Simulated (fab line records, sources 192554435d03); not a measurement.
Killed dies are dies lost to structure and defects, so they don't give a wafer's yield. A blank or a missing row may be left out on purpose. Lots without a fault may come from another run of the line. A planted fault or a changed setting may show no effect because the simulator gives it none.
Problem report in the 8D (eight disciplines) form, filled by code | flow n5_finfet | the parts of the form that need people (team, actions taken, sign-off) are left out

1. THE PROBLEM
heater_power_total_W at N5_WELL_APT_PEB_23 reads a mean of 184.3 W on 3 wafers of 3 lots; wafers without a fault read 172.6 W with a standard deviation of 0.73. That is +16 standard deviations from the usual mean.
The step: peb time 90 s.
First seen on wafer L440.6, day 4 08:41, on litho_track-01. The record holds 27 wafers of 10 lots with a number at this step. Rule for "out", or "out of limits": more than 4 standard deviations from the usual mean. The other wafers with a number count as sound.

2. WHAT IT IS AND WHAT IT IS NOT
question                    | is                     | is not
which readings at this step | heater_power_total_W   | -
which lots                  | L440, L441, L446       | L435, L436, L438, L439, L448, L449, L450
which wafers of those lots  | L440.6, L441.6, L446.6 | L440.1, L440.3, L441.5, L446.5
read on which tools         | litho_track-01         | litho_track-03
when                        | from day 4 08:41       | up to then (14 sound wafers); but 10 sound wafers of L441, L446, L448, L449, L450 came after

3. SUSPECTS, AND WHAT RULES EACH OUT
Counting: a tool at a process step up to the reading stays a suspect if it ran every lot that is out. Sound lots after the first of them don't rule it out here, since some wafers of a struck lot are sound.
- litho_track-01 at N5_WELL_APT_PEB_23 (peb time 90 s): kept. It ran every lot that is out, first L440 (day 4 08:41); its last sound lot up to then is L439 (day 4 03:39). Its own readings are out on those wafers: heater_power_total_W.
Left after counting: litho_track-01 at N5_WELL_APT_PEB_23.

4. THE CAUSE (what the simulator had put in)
Process parameter drift: litho_track-01, from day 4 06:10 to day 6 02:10, at N5_WELL_APT_PEB_23. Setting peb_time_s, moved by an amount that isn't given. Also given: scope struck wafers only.
Counting left only this tool.

5. THE CHAIN OF EFFECTS, in route order
Each row: a reading whose mean over the struck wafers that have a number lies more than 3 standard deviations from the usual. Only readings for which the record gives a usual standard deviation are gone through. hours: the time from each lot's start at the first step in this table that gives one to its start at this step, as a median over the lots. sigmas: the change in usual standard deviations.
hours | step               | reading              | usual   | on struck wafers | change | sigmas
0     | N5_WELL_APT_PEB_23 | heater_power_total_W | 172.6 W | 184.3            | +11.7  | +16
The process steps in it:
- N5_WELL_APT_PEB_23: peb time 90 s.
Later measuring or inspecting steps at which every struck wafer that the step has a row for has a number for every such reading, and none has moved that far: N5_WELL_APT_CD_MEAS_25, N5_BEOL_M4_RC_MEAS_101.

6. WHAT WOULD HAVE CAUGHT IT SOONER
In this record the first reading out of limits was taken at day 4 08:41, 3 hours after the fault began at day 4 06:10.
